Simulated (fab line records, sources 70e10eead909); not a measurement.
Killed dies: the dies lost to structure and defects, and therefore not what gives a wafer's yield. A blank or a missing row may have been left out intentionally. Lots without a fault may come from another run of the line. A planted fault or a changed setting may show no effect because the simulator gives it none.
A lot that was struck, set against a sound lot | flow nand_harc | 14 out of 1159 route steps
Sound: the wafers L432.1, L432.4, L432.5. Struck: wafers L426.3, L426.5, L426.6. At the end, the cause is stated.
Per side, at each step with rows, come the tool, then ch with its chambers, and then its first start. Under that, the readings that differ: sound wafers | struck wafers | difference of the means | sigmas: that difference in standard deviations of wafers without a fault.
alike: same words and numbers on both sides, and readings whose means sit less than 2 such deviations apart. not compared: any withheld reading, any reading some wafer has no value for, any bound like >300 that may hide the same value, and any number with overlapping values for which the record gives no deviation.
A row with sigmas, a row that says differs or no value, or rows on one side alone: a step with any of these is where the two part. Non-overlapping numbers with no deviation appear without sigmas and do not part them. A reading that every wafer of one side lacks parts them only if that side has two wafers or more.

NHARC_P_ZERO_WELL_INSPECT_43:
  struck on defect_inspect-01, day 5 01:45; sound on defect_inspect-01, day 6 13:37
  alike: raw_defect_count
then, 11 steps without rows for these wafers: NHARC_P_STI_ETCH_26 (etches SiO2 in dHF, target depth 11 nm); NHARC_P_STI_PRECLEAN_27 (cleans in SC1); NHARC_P_STI_SRD_28; NHARC_P_STI_OXIDE_29 (material SiO2, target thk 10 nm, ox time 1362 s); NHARC_P_STI_HM_DEP_30 (deposits Si3N4, target thk 80 nm, time 873 s); NHARC_P_STI_DEHYDRATE_01 (time 120 s); NHARC_P_STI_HMDS_02 (time 30 s); NHARC_P_STI_COAT_41 (time 65 s); NHARC_P_STI_COAT_03 (resist thk 600 nm); NHARC_P_STI_SOFTBAKE_04 (time 70 s); NHARC_P_STI_EBR_05.
NHARC_P_STI_EXPOSE_06: exposes mask P STI, target cd 200 nm.
  struck on krf_scanner-04, day 5 16:52; sound on krf_scanner-02 ch 0, day 7 04:51
  no value came back on the struck wafers for exposure_dose_mJ_cm2, focus_offset_nm (nm), na; on the sound wafers exposure_dose_mJ_cm2 reads 37.64 37.61 37.63
  alike: mask
then, 1 step without rows for these wafers: NHARC_P_STI_PEB_07 (peb time 80 s).

## WHERE THEY PART
Only at NHARC_P_STI_EXPOSE_06, within this record.

WHY: what the simulator had put in
Step skipped in full: krf_scanner-04, at NHARC_P_STI_EXPOSE_06, from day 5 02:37 onward. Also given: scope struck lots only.
